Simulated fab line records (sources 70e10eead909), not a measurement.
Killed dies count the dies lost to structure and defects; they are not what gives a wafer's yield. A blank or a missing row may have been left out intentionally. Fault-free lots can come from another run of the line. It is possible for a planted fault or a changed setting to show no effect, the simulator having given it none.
2 desks, one fault | flow nand harc | every desk sees just its own numbers, and what lay behind them comes last

AT THE METROLOGY DESK
Lot by lot, what the gauges showed, no matter which tool ran the lot: averages of those sampled wafers that carry a number. If a lot's mean is further than 4 standard deviations from the usual mean, the lot is out of limits and carries the mark OUT (the distance appears in the brackets).
Columns: A = thk nm at NHARC_A_ONON_D1_THK_MEAS_30, usual 1000 nm
lot  | first seen here | A
L178 | day 8 15:34     | 998
L179 | day 9 00:10     | 991
L180 | day 9 17:23     | 986
L181 | day 9 17:25     | 992
L186 | day 12 09:36    | 1007
L192 | day 14 11:15    | 1024
L193 | day 15 12:16    | 1010
L195 | day 16 01:55    | 629 (-39) OUT
L197 | day 16 17:47    | 631 (-39) OUT
L198 | day 17 06:22    | 1010
L199 | day 17 10:24    | 1011
L200 | day 17 10:25    | 995
This desk finds L195, L197 out of limits, L195 being first, at day 16 01:55 (thk nm at NHARC_A_ONON_D1_THK_MEAS_30). Within limits: L178, L179, L180, L181, L186, L192, L193, L198, L199, L200.

THE TOOL OWNER'S DESK: pecvd onon-01
The tool's own readings at NHARC_A_ONON_D1_DEP_28 (target thk 1000 nm): means of the sampled wafers that have a number, for each lot that ran on this tool. If a lot's mean is further than 4 standard deviations from the usual mean, the lot is out of limits and carries the mark OUT (the distance appears in the brackets).
Columns: A = n2 flow sccm at NHARC_A_ONON_D1_DEP_28, usual 2749 sccm
lot  | first seen here | A
L179 | day 8 23:39     | 2759
L180 | day 9 16:56     | 2740
L192 | day 14 10:44    | 2748
L195 | day 16 01:28    | 2747
L197 | day 16 17:24    | 2750
Result from this desk: across the 5 lots, nothing is out of limits.

ALL TOGETHER
L195, L197 would have let the metrology desk raise an alarm at day 16 01:55.
Nothing out of limits was seen by the tool owner's desk.
On record at the tool owner's desk: L195, L197, within its limits.
On pecvd onon-01, each named lot ran NHARC_A_ONON_D1_DEP_28.

WHAT THE SIMULATOR PUT IN
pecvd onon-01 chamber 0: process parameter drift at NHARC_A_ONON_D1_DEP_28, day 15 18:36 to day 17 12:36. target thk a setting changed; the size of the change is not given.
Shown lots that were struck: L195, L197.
Delay in hours, fault start to first out-of-limits reading, per desk: metrology desk 7.
